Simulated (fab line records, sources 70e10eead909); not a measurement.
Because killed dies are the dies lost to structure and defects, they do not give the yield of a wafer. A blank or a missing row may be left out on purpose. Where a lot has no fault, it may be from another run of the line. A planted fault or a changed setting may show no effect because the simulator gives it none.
fab line records ; flow nandHarc
[record] lots = 13; wafers = 39; lastDay = 32
route steps=1302 shown A_M1@1190 THIN_TSV@1245 END@1302
lots untouched by any fault: they come from a run of this same line in which no faults occurred
startH: the number of hours between the record's first day and the start of the first shown wafer of the lot ; waitH: time in hours since the lot's previous step ; " as in the row above ; L1.1+2: a single row standing in for several wafers ; - no value, or no start given ; * or withheld: withheld ; < > ~ a bound
route shown NAME@n: NAME is a module with steps in the file, n the number in the route of the first one ; usual: mean/standard deviation of fault-free wafers ; same: alike in all rows ; chamber/n: place in a boat ; sites: readings site by site ; _std_site: standard deviation across them ; _edge_site: outer sites' mean less inner sites' ; radiusMm: for every site, how far away it sits from the centre of the wafer ; mask NAME#n: copy n ; behind: tool/chamber where the wafer was last shaped ; hold: why the lot went on hold/how many hours it stayed there/how the hold came to an end ; device: which transistor (n, p or np) failed to switch ; end of line: the route-end tests of the same wafers ; for a step that has no rows: nothing shown but its recipe ; killed: count of dies lost to structure and defects at first sort (not the wafer's yield) ; map: a wafer's dies, x killed, . not, _ none there
set.NAME: the setting as run; set.NAME@STEP: as run at that earlier step ; model.NAME: the simulator's own value behind a step, which no gauge read
route steps across a sampled set of lots; one table per step, one row per wafer
services: from which hour (startH, from the record's first day; less than 0 if before it) a tool's chamber was out of use, for how many hours, and why
[[steps]]
[step NHARC_A_M1_PRE_CLEAN_30]
[recipe] timeS = 30; tempC = 280; gas = H2/He
[usual] heaterPowerW = 418/32
lot.wafer;tool;chamber;startH;waitH;heaterPowerW
L851.4;pvdSputter-02;-;528.14;-;473
L851.5;pvdSputter-02;-;528.14;-;444
L851.6;pvdSputter-02;-;528.14;-;477
L853.4;pvdSputter-03;-;543.82;-;388
L853.2;pvdSputter-03;-;543.82;-;453
L853.6;pvdSputter-03;-;543.82;-;391
L852.1;pvdSputter-02;-;547.80;-;441
L852.2;pvdSputter-02;-;547.80;-;417
L852.6;pvdSputter-02;-;547.80;-;399
L854.4;pvdSputter-03;-;554.64;-;456
L854.1;pvdSputter-03;-;554.64;-;424
L854.6;pvdSputter-03;-;554.64;-;451
L855.2;pvdSputter-01;-;555.66;-;424
L855.4;pvdSputter-01;-;555.66;-;396
L855.3;pvdSputter-01;-;555.66;-;334
L856.2;pvdSputter-03;-;569.74;-;435
L856.4;pvdSputter-03;-;569.74;-;457
L856.6;pvdSputter-03;-;569.74;-;444
L857.2;pvdSputter-02;-;586.84;-;401
L857.5;pvdSputter-02;-;586.84;-;412
L857.6;pvdSputter-02;-;586.84;-;448
L858.1;pvdSputter-03;-;595.99;-;428
L858.5;pvdSputter-03;-;595.99;-;396
L858.6;pvdSputter-03;-;595.99;-;404
L859.4;pvdSputter-02;-;599.39;-;458
L859.1;pvdSputter-02;-;599.39;-;443
L859.6;pvdSputter-02;-;599.39;-;421
L863.1;pvdSputter-01;-;645.71;-;445
L863.5;pvdSputter-01;-;645.71;-;442
L863.6;pvdSputter-01;-;645.71;-;419
L868.3;pvdSputter-01;-;684.97;-;347
L868.4;pvdSputter-01;-;684.97;-;435
L868.2;pvdSputter-01;-;684.97;-;397
L870.3;pvdSputter-03;-;721.83;-;419
L870.2;pvdSputter-03;-;721.83;-;394
L870.6;pvdSputter-03;-;721.83;-;422
L872.3;pvdSputter-03;-;733.64;-;452
L872.4;pvdSputter-03;-;733.64;-;400
L872.1;pvdSputter-03;-;733.64;-;418
[step NHARC_THIN_TSV_CMP_01]
[recipe] targetThkUm = 3
[usual] motorCurrentA = 11.9/1.4
lot.wafer;tool;chamber;startH;waitH;motorCurrentA
L851.4;cmp-03;0;548.63;0.5;10.7
L851.6;cmp-03;2;548.63;0.5;11.6
L851.5;cmp-03;3;548.63;0.5;11.3
L853.4;cmp-01;3;561.12;0.4;10.4
L853.2;cmp-01;2;561.12;0.4;12.2
L853.6;cmp-01;0;561.12;0.4;11.0
L852.1;cmp-01;0;565.25;1.0;10.4
L852.2;cmp-01;2;565.25;1.0;12.3
L852.6;cmp-01;0;565.25;1.0;10.5
L854.1;cmp-01;2;572.14;1.0;11.6
L854.4;cmp-01;3;572.14;1.0;11.2
L854.6;cmp-01;2;572.14;1.0;11.5
L855.4;cmp-01;3;573.32;0.4;11.5
L855.2;cmp-01;0;573.32;0.4;10.1
L855.3;cmp-01;2;573.32;0.4;11.9
L856.2;cmp-03;2;589.80;0.8;12.2
L856.4;cmp-03;0;589.80;0.8;10.6
L856.6;cmp-03;3;589.80;0.8;10.9
L857.2;cmp-01;3;606.69;0.8;12.0
L857.5;cmp-01;3;606.69;0.8;11.5
L857.6;cmp-01;0;606.69;0.8;10.3
L858.1;cmp-04;0;613.93;1.0;12.9
L858.5;cmp-04;0;613.93;1.0;11.9
L858.6;cmp-04;1;613.93;1.0;12.0
L859.1;cmp-03;0;615.17;1.1;10.8
L859.4;cmp-03;1;615.17;1.1;14.6
L859.6;cmp-03;2;615.17;1.1;11.4
L863.1;cmp-04;1;665.60;1.0;11.6
L863.5;cmp-04;0;665.60;1.0;11.7
L863.6;cmp-04;1;665.60;1.0;12.1
L868.3;cmp-04;1;706.93;0.6;12.1
L868.4;cmp-04;2;706.93;0.6;10.6
L868.2;cmp-04;3;706.93;0.6;12.6
L870.2;cmp-03;1;746.67;0.8;13.8
L870.3;cmp-03;3;746.67;0.8;10.8
L870.6;cmp-03;1;746.67;0.8;14.2
L872.3;cmp-03;2;754.70;0.6;12.0
L872.4;cmp-03;3;754.70;0.6;11.2
L872.1;cmp-03;0;754.70;0.6;10.9
[step NHARC_THIN_TSV_DESCUM_14]
[recipe] timeS = 3; o2FlowSccm = 200; arFlowSccm = 0; biasPowerW = 0; chemistry = O2
[usual] drypumpMotorCurrentA = 5.7/0.49; mfcArSccm = 0.012/0.013; oesProductAu = 0.997/0.011; rfVppV = 57.8/0.95; showerheadPlenumPTorr = 1.91/0.088; throttleValvePct = 11.311/0.0086
lot.wafer;tool;chamber;startH;waitH;drypumpMotorCurrentA;mfcArSccm;oesProductAu;rfHoursCounterH;rfVppV;showerheadPlenumPTorr;throttleValvePct
L851.4;rieDiel-05;0;550.08;-;5.0;0.015;0.993;9;57.4;1.80;11.313
L851.5;rieDiel-05;3;550.08;-;6.1;0.032;0.993;-;58.0;2.01;11.317
L851.6;rieDiel-05;0;550.08;-;5.0;0.015;0.985;-;58.1;1.80;11.313
L853.4;rieDiel-06;1;562.47;-;5.5;0.035;0.984;3;58.2;2.02;11.323
L853.2;rieDiel-06;0;562.47;-;5.7;0.012;1.006;3;56.0;1.91;11.307
L853.6;rieDiel-06;1;562.47;-;5.4;0.035;0.999;-;57.1;2.02;11.313
L852.2;rieDiel-05;0;566.75;-;5.0;0.015;1.010;10;58.4;1.80;11.323
L852.1;rieDiel-05;2;566.75;-;5.3;0;1.006;10;58.5;1.80;11.309
L852.6;rieDiel-05;0;566.75;-;5.0;0.015;0.992;-;57.8;1.80;11.306
L854.1;rieDiel-05;1;573.69;-;5.9;0.019;1.019;11;56.6;1.83;11.313
L854.6;rieDiel-05;2;573.69;-;5.3;0;1.007;-;57.8;1.80;11.321
L854.4;rieDiel-05;1;573.69;-;5.9;0.019;1.016;-;58.9;1.83;11.304
L855.2;rieDiel-06;1;574.80;-;5.5;0.035;0.994;4;58.8;2.02;11.299
L855.3;rieDiel-06;3;574.80;-;5.8;0;0.990;4;58.3;1.99;11.317
L855.4;rieDiel-06;0;574.80;-;5.6;0.012;0.996;4;57.0;1.91;11.327
L856.4;rieDiel-07;1;591.20;-;4.7;0.002;0.994;5;58.0;2.02;11.307
L856.2;rieDiel-07;2;591.20;-;5.9;0;0.988;8;59.9;2.03;11.313
L856.6;rieDiel-07;0;591.20;-;5.5;0.003;0.982;-;57.4;1.88;11.319
L857.2;rieDiel-06;1;608.18;-;5.5;0.035;1.004;6;56.9;2.02;11.310
L857.6;rieDiel-06;3;608.18;-;5.8;0;0.993;-;58.7;1.99;11.306
L857.5;rieDiel-06;0;608.18;-;5.7;0.012;1.018;-;58.8;1.91;11.333
L858.1;rieDiel-05;0;615.29;-;5.0;0.015;0.990;0;57.7;1.80;11.316
L858.6;rieDiel-05;2;615.29;-;5.3;0;0.997;-;56.5;1.80;11.313
L858.5;rieDiel-05;3;615.29;-;6.1;0.032;0.997;-;58.1;2.01;11.297
L859.1;rieDiel-06;1;616.62;-;5.5;0.035;0.990;6;57.6;2.02;11.304
L859.4;rieDiel-06;1;616.62;-;5.5;0.035;0.995;-;58.4;2.02;11.322
L859.6;rieDiel-06;0;616.62;-;5.6;0.012;0.998;-;57.8;1.91;11.315
L863.1;rieDiel-05;1;667.08;-;5.9;0.019;0.999;4;58.1;1.82;11.324
L863.6;rieDiel-05;2;667.08;-;5.2;0;1.011;-;56.7;1.80;11.317
L863.5;rieDiel-05;3;667.08;-;6.1;0.032;0.997;-;57.2;2.00;11.310
L868.4;rieDiel-05;3;708.40;-;6.0;0.032;1.000;7;57.4;2.00;11.287
L868.3;rieDiel-05;1;708.40;-;5.9;0.019;1.003;8;59.2;1.82;11.324
L868.2;rieDiel-05;2;708.40;-;5.3;0;0.990;7;57.7;1.80;11.329
L870.3;rieDiel-06;3;748.12;-;5.8;0;0.987;4;57.6;1.99;11.322
L870.2;rieDiel-06;2;748.12;-;6.7;0.000;0.982;3;58.8;1.85;11.298
L870.6;rieDiel-06;3;748.12;-;5.8;0;0.982;-;58.5;1.99;11.302
L872.1;rieDiel-07;2;756.07;-;5.9;0;0.977;7;59.4;2.02;11.304
L872.4;rieDiel-07;3;756.07;-;6.3;0;0.996;5;57.4;1.93;11.304
L872.3;rieDiel-07;0;756.07;-;5.5;0.003;1.000;7;56.7;1.88;11.309
[step NHARC_THIN_TSV_DEGAS_53]
[recipe] tempC = 300; timeS = 60
[usual] heaterPowerW = 475/34
lot.wafer;tool;chamber;startH;waitH;heaterPowerW
L851.4;pvdSputter-02;-;554.72;0.1;473
L851.5;pvdSputter-02;-;554.72;0.1;468
L851.6;pvdSputter-02;-;554.72;0.1;508
L853.2;pvdSputter-03;-;567.07;0.1;470
L853.4;pvdSputter-03;-;567.07;0.1;513
L853.6;pvdSputter-03;-;567.07;0.1;460
L852.2;pvdSputter-03;-;571.36;0.1;505
L852.1;pvdSputter-03;-;571.36;0.1;445
L852.6;pvdSputter-03;-;571.36;0.1;472
L854.1;pvdSputter-01;-;578.49;0.1;479
L854.4;pvdSputter-01;-;578.49;0.1;449
L854.6;pvdSputter-01;-;578.49;0.1;490
L855.4;pvdSputter-02;-;579.39;0.1;508
L855.3;pvdSputter-02;-;579.39;0.1;476
L855.2;pvdSputter-02;-;579.39;0.1;455
L856.4;pvdSputter-02;-;595.78;0.1;503
L856.2;pvdSputter-02;-;595.78;0.1;455
L856.6;pvdSputter-02;-;595.78;0.1;537
L857.2;pvdSputter-03;-;612.82;0.1;517
L857.5;pvdSputter-03;-;612.82;0.1;483
L857.6;pvdSputter-03;-;612.82;0.1;528
L858.1;pvdSputter-01;-;620.03;0.1;451
L858.5;pvdSputter-01;-;620.03;0.1;449
L858.6;pvdSputter-01;-;620.03;0.1;399
L859.4;pvdSputter-01;-;621.34;0.1;399
L859.1;pvdSputter-01;-;621.34;0.1;515
L859.6;pvdSputter-01;-;621.34;0.1;439
L863.1;pvdSputter-02;-;672.19;0.1;494
L863.6;pvdSputter-02;-;672.19;0.1;517
L863.5;pvdSputter-02;-;672.19;0.1;497
L868.3;pvdSputter-02;-;713.04;0.1;476
L868.4;pvdSputter-02;-;713.04;0.1;437
L868.2;pvdSputter-02;-;713.04;0.1;504
L870.2;pvdSputter-03;-;752.75;0.1;477
L870.3;pvdSputter-03;-;752.75;0.1;477
L870.6;pvdSputter-03;-;752.75;0.1;458
L872.3;pvdSputter-03;-;760.93;0.1;473
L872.1;pvdSputter-03;-;760.93;0.1;508
L872.4;pvdSputter-03;-;760.93;0.1;446
[step NHARC_END_SORT_01]
[recipe] tempC = 25
[usual] defectLimitedYield = 91/3; killedAtArray = 55/20; killedAtOther = 1.2/1.3; killedAtPeriphery = 4.0/3; killedDies = 60/21; killedOpen = 3.2/1.9; killedShort = 2.5/1.6
[same] grossDies = 677
lot.wafer;tool;chamber;startH;waitH;defectLimitedYield[%];killedAtArray;killedAtOther;killedAtPeriphery;killedDies;killedOpen;killedShort
L870.2;prober-01;0;763.77;2.8;77;152;1;0;153;3;1
L870.3;prober-01;0;764.56;3.1;79;134;0;6;140;2;3
L870.6;prober-01;0;766.94;4.0;80;130;0;3;133;1;4
L872.1;prober-01;0;771.06;2.6;81;131;0;0;131;1;3
L872.3;prober-01;0;772.65;3.1;78;147;1;2;150;4;2
L872.4;prober-01;0;773.44;3.4;78;147;1;2;150;2;0
// killed by level:class
L870.2 A_M1:unspecified=101 A_SLIT:chamberFilmFlake=19 A_CHANNEL_HOLE_D1:chamberFilmFlake=14 A_CHANNEL_HOLE_D2:chamberFilmFlake=12 A_CONTACT:chamberFilmFlake=2 A_DECK1_JOINT:geometricParticle:open=1 A_WL_FILL:geometricParticle:short=1 A_BLC:geometricParticle:open=1
L870.3 A_M1:unspecified=91 A_CHANNEL_HOLE_D2:chamberFilmFlake=14 A_SLIT:chamberFilmFlake=12 A_CHANNEL_HOLE_D1:chamberFilmFlake=7 A_CONTACT:chamberFilmFlake=6 A_STAIRCASE:chamberFilmFlake=2 P_GATE:geometricParticle:short=1 P_CONTACT:geometricParticle:open=1
L870.6 A_M1:unspecified=81 A_CHANNEL_HOLE_D2:chamberFilmFlake=19 A_SLIT:chamberFilmFlake=18 A_STAIRCASE:chamberFilmFlake=4 A_ONON_D2:geometricParticle:short=3 A_CHANNEL_HOLE_D1:chamberFilmFlake=2 P_M0:geometricParticle:short=1 A_ONON_D2:geometricParticle:open=1
L872.1 A_M1:unspecified=81 A_CHANNEL_HOLE_D2:chamberFilmFlake=24 A_CONTACT:chamberFilmFlake=12 A_SLIT:chamberFilmFlake=5 A_CHANNEL_HOLE_D1:unspecified=4 A_CHANNEL_FILL_D1:geometricParticle:short=2 A_ONON_D1:geometricParticle:open=1 A_CHANNEL_FILL_D2:geometricParticle:short=1
L872.3 A_M1:unspecified=94 A_CHANNEL_HOLE_D2:chamberFilmFlake=30 A_SLIT:chamberFilmFlake=9 A_CONTACT:chamberFilmFlake=6 P_CONTACT:geometricParticle:open=2 A_CHANNEL_HOLE_D1:unspecified=2 A_SOURCE_PLATE:geometricParticle:short=1 A_ONON_D2:geometricParticle:short=1
L872.4 A_M1:unspecified=101 A_CHANNEL_HOLE_D2:chamberFilmFlake=19 A_SLIT:chamberFilmFlake=11 A_CONTACT:chamberFilmFlake=11 P_M1:chamberFilmFlake=2 A_ONON_D1:geometricParticle:open=1 A_WL_FILL:geometricParticle:open=1 A_CHANNEL_HOLE_D1:unspecified=1
[[services]]
tool;chamber;startH;hours;kind
pvdSputter-03;-;526.02;10.0;pm
pvdSputter-01;-;547.17;1.3;repair
cmp-03;-;554.00;4.0;pm
pvdSputter-01;-;554.22;0.9;repair
rieDiel-06;1;571.26;2.4;repair
rieDiel-05;0;571.64;6.3;repair
pvdSputter-03;-;576.19;3.6;repair
cmp-01;-;577.50;4.0;pm
pvdSputter-01;-;582.05;10.0;pm
rieDiel-05;-;583.60;9.0;pm
cmp-03;-;601.53;9.6;repair
rieDiel-05;-;602.54;0.4;repair
cmp-01;-;608.82;0.7;repair
rieDiel-06;3;615.60;3.8;repair
cmp-03;-;616.07;0.8;repair
pvdSputter-01;-;625.34;4.8;repair
pvdSputter-02;-;638.00;10.0;pm
rieDiel-05;1;638.40;4.0;repair
pvdSputter-01;-;660.35;4.0;repair
rieDiel-05;3;681.41;13.1;repair
pvdSputter-03;-;704.02;10.0;pm
pvdSputter-02;-;746.58;6.9;repair
pvdSputter-01;-;760.05;10.0;pm
rieDiel-05;-;760.60;9.0;pm
[[key]]
[firstSign] step = NHARC_END_SORT_01; reading = killedAtArray; direction = up; sigmas = 4.2; usual = 55; struck = 140
[effect] step = NHARC_END_SORT_01; reading = killedDies; direction = up; sigmas = 4; usual = 60; struck = 143
[moreKillsBornAt] NHARC_A_M1_PRE_CLEAN_30@pvdSputter-03 = 549
metAt NHARC_A_M1_PRE_CLEAN_30
struckLots L870,L872
notActingAt NHARC_THIN_TSV_CMP_01,NHARC_THIN_TSV_DESCUM_14,NHARC_THIN_TSV_DEGAS_53
onsetBetween 595.99 721.83
alsoFits time
[fault] kind = chamberParticleSource; tool = pvdSputter-03; chamber = -; onsetH = 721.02; steps = NHARC_A_M1_PRE_CLEAN_30; ratePerVisitCm2 = 1.5767; endH = 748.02
